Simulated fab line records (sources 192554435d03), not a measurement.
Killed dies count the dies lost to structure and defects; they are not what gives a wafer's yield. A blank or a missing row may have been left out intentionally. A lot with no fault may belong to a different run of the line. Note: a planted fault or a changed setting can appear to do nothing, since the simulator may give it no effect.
3 desks, one fault	flow n5 finfet	each desk has only its own numbers; what lay behind them comes last
Where a reading is given only as a bound, like >300, the bound stands for it, and a mean or a difference that rests on one is marked > or <: the true number lies beyond.

== FROM THE METROLOGY DESK ==
What the gauges read, lot by lot, whatever tool the lot ran on: means of the sampled wafers that have a number. Any lot whose mean is over 4 standard deviations away from the usual mean is out of limits and marked OUT; that distance is given in the brackets. It has 10 readings; the 7 that lie furthest out on some lot are the ones shown.
Columns: A = DIBL_N at N5_BEOL_M4_RC_MEAS_101, usual 36.2 mV/V; B = DIBL_P at N5_BEOL_M4_RC_MEAS_101, usual 36.2 mV/V; C = IOFF_N at N5_BEOL_M4_RC_MEAS_101, usual 0.16 nA/um; D = IOFF_P at N5_BEOL_M4_RC_MEAS_101, usual 0.21 nA/um; E = ION_N at N5_BEOL_M4_RC_MEAS_101, usual 673 uA/um; F = ION_P at N5_BEOL_M4_RC_MEAS_101, usual 462 uA/um; G = VT_N at N5_BEOL_M4_RC_MEAS_101, usual 250 mV
lot	first seen here	A	B	C	D	E	F	G
L130	day 7 14:49	37.1	36.7	0.16	0.20	665	454	252
L134	day 8 10:10	35.3	34.9	0.14	0.19	676	466	249
L136	day 9 04:19	36.1	38.0	0.17	0.21	675	456	250
L137	day 9 19:28	37.0	37.4	0.18	0.24	683	469	248
L138	day 10 02:51	36.2	35.8	0.15	0.23	659	465	252
L146	day 11 13:39	33.8	32.5	0.11	0.15	655	446	256
L147	day 12 13:05	36.2	36.0	0.16	0.22	674	465	250
Finding of this desk: none of the 7 lots has anything out of limits.

== FOR THE TOOL OWNER'S DESK: rie diel-01 ==
The tool's own readings at N5_SD_EPI_N_ETCH_45 (etches SiOCN in CH3F/O2, target depth 6 nm): means of the sampled wafers that have a number, for each lot that ran on this tool. Any lot whose mean is over 4 standard deviations away from the usual mean is out of limits and marked OUT; that distance is given in the brackets.
Columns: A = drypump motor current A at N5_SD_EPI_N_ETCH_45, usual 5.7 A; B = oes product au at N5_SD_EPI_N_ETCH_45, usual 0.77 a.u.; C = rf vpp V at N5_SD_EPI_N_ETCH_45, usual 127.8 V; D = showerhead plenum p Torr at N5_SD_EPI_N_ETCH_45, usual 2.02 Torr; E = throttle valve pct at N5_SD_EPI_N_ETCH_45, usual 23.25 %
lot	first seen here	A	B	C	D	E
L130	day 3 02:15	5.6	0.77	128.1	2.03	23.18
L134	day 4 01:41	5.7	0.87	128.4	2.07	23.23
L136	day 4 13:07	5.6	0.82	127.6	2.02	23.25
L137	day 4 21:58	5.2	0.74	127.2	2.00	23.30
Finding of this desk: none of the 4 lots has anything out of limits.

== THE DEFECT DESK ==
For each lot, the counts of the inspections along the route, averaged over the sampled wafers that have a number. Any lot whose mean is over 4 standard deviations away from the usual mean is out of limits and marked OUT; that distance is given in the brackets.
Columns: A = raw defect count at N5_SD_EPI_N_INSPECT_26, usual 203; B = raw defect count at N5_SD_EPI_P_INSPECT_11, usual 2.0; C = raw defect count at N5_SD_EPI_P_INSPECT_26, usual 174; D = raw defect count at N5_SD_ACTIVATION_INSPECT_02, usual 175
lot	first seen here	A	B	C	D
L130	day 3 05:43	217	2.0	136	133
L134	day 4 05:08	188	1.7	150	153
L136	day 4 17:40	510 (+6.8) OUT	286.7 (+99 or more) OUT	483 (+7.4) OUT	499 (+7.7) OUT
L137	day 5 01:28	470 (+5.9) OUT	>300 (+99 or more) OUT	455 (+6.7) OUT	457 (+6.7) OUT
L138	day 5 08:22	224	2.7	201	172
L146	day 7 04:14	184	2.3	155	175
L147	day 7 11:48	174	1.0	135	129
Finding of this desk: L136, L137 out of limits; the first was L136 at day 4 17:40, on raw defect count at N5_SD_EPI_N_INSPECT_26. L130, L134, L138, L146, L147: within limits.

== BROUGHT TOGETHER ==
The defect desk could have raised an alarm at day 4 17:40, on L136, L137.
The metrology desk saw nothing out of limits.
The tool owner's desk saw nothing out of limits.
The metrology desk holds a record of L136, L137, inside its limits.
Tool owner's desk: L136, L137 on record, inside its limits.
N5_SD_EPI_N_ETCH_45 was run on rie diel-01 by each of the lots named.

== WHAT THE SIMULATOR HAD INSERTED ==
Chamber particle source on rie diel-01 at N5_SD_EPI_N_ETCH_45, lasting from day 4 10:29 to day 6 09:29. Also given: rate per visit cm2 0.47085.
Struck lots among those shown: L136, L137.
Hours from the fault's start to each desk's first reading out of limits: the defect desk, 7.
